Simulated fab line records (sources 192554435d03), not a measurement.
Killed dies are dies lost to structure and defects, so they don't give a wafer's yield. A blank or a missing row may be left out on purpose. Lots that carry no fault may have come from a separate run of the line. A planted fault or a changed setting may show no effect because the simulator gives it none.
Comparing a struck lot with a sound one -- flow n5-finfet -- 19 steps out of a route of 1938
Sound: the wafers L566.2, L566.3, L566.6. Struck: wafers L558.1, L558.4, L558.5. The cause is named last.
Per side, at each step with rows, come the tool, then ch with its chambers, and then its first start. Under that, the readings that differ: sound wafers -- struck wafers -- difference of the means -- sigmas: that difference in standard deviations of wafers without a fault.
alike: words and numbers the same on both sides, and readings whose means are apart by under 2 such deviations; not compared: readings that were withheld, readings missing a value for some wafer, numbers with overlapping values and no deviation given by the record, and bounds like >300 which may hide the same value.
Wherever a step has rows on one side only, a row that says differs or no value, or a row with sigmas, the two part there. Non-overlapping numbers with no deviation appear without sigmas and do not part them. Lack of a reading on every wafer of one side parts them only where that side has two or more wafers.

N5_PMOS_HMC_CHANNEL_EPI_OVL_MEAS_10:
  sound on overlay-01 ch 0, day 5 05:10; struck on overlay-01 ch 0, day 3 05:20
  alike: PMOS_HMC_BLK_OVL
N5_PMOS_HMC_CHANNEL_EPI_INSPECT_11: inspects for defects (macro).
  sound: defect-inspect-02 at day 5 05:11; struck: defect-inspect-01 at day 3 05:22
  alike: raw-defect-count
then, 1 step without rows for these wafers: N5_PMOS_HMC_CHANNEL_EPI_DESCUM_14 (chemistry O2, time 7.9 s).
N5_PMOS_HMC_CHANNEL_EPI_ETCH_32: etches BARC in N2/H2, stops on SiO2, target depth 85.8 nm, time 50.3 s.
  sound on rie-diel-05 ch 1,2,3, day 5 05:16; struck on rie-diel-01 ch 1,2, day 3 05:29
  alike: drypump-motor-current-A, oes-product-au, rf-vpp-V, showerhead-plenum-p-Torr, throttle-valve-pct
  not compared: rf-hours-counter-h
N5_PMOS_HMC_CHANNEL_EPI_HM_OPEN_15: chemistry CHF3/O2, target SiO2, target depth 40.6 nm, time 20.3 s.
  sound on rie-diel-05 ch 1,2,3, day 5 05:18; struck on rie-diel-01 ch 1,2, day 3 05:31
  alike: CHF3_flow_sccm, drypump-motor-current-A, oes-product-au, rf-vpp-V, showerhead-plenum-p-Torr, throttle-valve-pct
  not compared: rf-hours-counter-h
then, 2 steps without rows for these wafers: N5_PMOS_HMC_CHANNEL_EPI_STRIP_33 (strips in N2/H2); N5_PMOS_HMC_CHANNEL_EPI_STRIP_17 (strips in SPM, time 750 s).
N5_PMOS_HMC_CHANNEL_EPI_ETCH_38: etches SiO2 in CF4, target depth 1.5 nm.
  sound on rie-si-01 ch 0,1,3, day 5 05:40; struck on rie-si-02 ch 2,3, day 3 05:53
  alike: drypump-motor-current-A, oes-product-au, throttle-valve-pct
  not compared: rf-hours-counter-h
N5_PMOS_HMC_CHANNEL_EPI_FIN_RECESS_16: chemistry HBr/Cl2, target Si, target depth 54 nm, time 18 s.
  sound on rie-si-01 ch 0,1,3, day 5 05:41; struck on rie-si-02 ch 2,3, day 3 05:54
  alike: drypump-motor-current-A, oes-product-au, throttle-valve-pct
  not compared: rf-hours-counter-h
then, 3 steps without rows for these wafers: N5_PMOS_HMC_CHANNEL_EPI_PRECLEAN_36 (cleans in O3/DIW, time 45 s); N5_PMOS_HMC_CHANNEL_EPI_PRECLEAN_18 (cleans in DHF, time 30 s); N5_PMOS_HMC_CHANNEL_EPI_SRD_19 (time 30 s).
N5_PMOS_HMC_CHANNEL_EPI_EPI_20: deposits SiGe30, target thk 59 nm.
  sound on epi-rpcvd-01 ch 0, day 5 06:03; struck on epi-rpcvd-01, day 3 06:05
  no value came back on the struck wafers for chamber-pressure-Torr (Torr), lamp-inner-pct (%); on the sound wafers chamber-pressure-Torr (Torr) reads 19.99 20.02 19.90
then, 2 steps without rows for these wafers: N5_PMOS_HMC_CHANNEL_EPI_HM_STRIP_35 (strips SiO2 in dHF, material SiO2, target depth 39.6 nm, time 216 s); N5_PMOS_HMC_CHANNEL_EPI_SRD_39 (time 30 s).
N5_PMOS_HMC_CHANNEL_EPI_CMP_21: polishes SiGe30, target thk 54 nm.
  sound on cmp-02 ch 1,2, day 5 07:11; struck on cmp-03 ch 1,2, day 3 07:49
  alike: motor-current-A
  not compared: pad-life-wafers
then, 1 step without rows for these wafers: N5_PMOS_HMC_CHANNEL_EPI_PRECLEAN_40 (cleans in DHF, time 30 s).
N5_BEOL_M4_RC_MEAS_101:
  the record has rows for the sound wafers here (prober-02 ch 0, day 11 11:45) and none for the struck ones
-- a jump in the record: the struck wafers' starts before and after are 11 days apart (it breaks off in module BEOL_M4 and resumes in module PASSIVATION, where the first step shown is number 1936 of the route) --
N5_PASSIVATION_PROBE_49:
  sound: prober-02 at day 16 02:22; struck: prober-01 at day 13 21:04
reading,sound,struck,difference,sigmas
killed-at-front-end,36 29 32,1165 1172 1168,+1136,+95
killed-dies,69 61 98,1180 1180 1180,+1104,+61
killed-on-rim,9 7 10,152 152 152,+143,+36
killed-open,42 39 69,15 13 12,-37,-3
killed-short,27 19 28,7 6 10,-17,-2
  alike: killed_at_M0_to_M3, killed_at_M4_up, killed-at-contacts, killed-at-other

## WHERE THEY PART
First at N5_PMOS_HMC_CHANNEL_EPI_EPI_20; last, within this record, at N5_PASSIVATION_PROBE_49.

WHY: what the simulator had put in
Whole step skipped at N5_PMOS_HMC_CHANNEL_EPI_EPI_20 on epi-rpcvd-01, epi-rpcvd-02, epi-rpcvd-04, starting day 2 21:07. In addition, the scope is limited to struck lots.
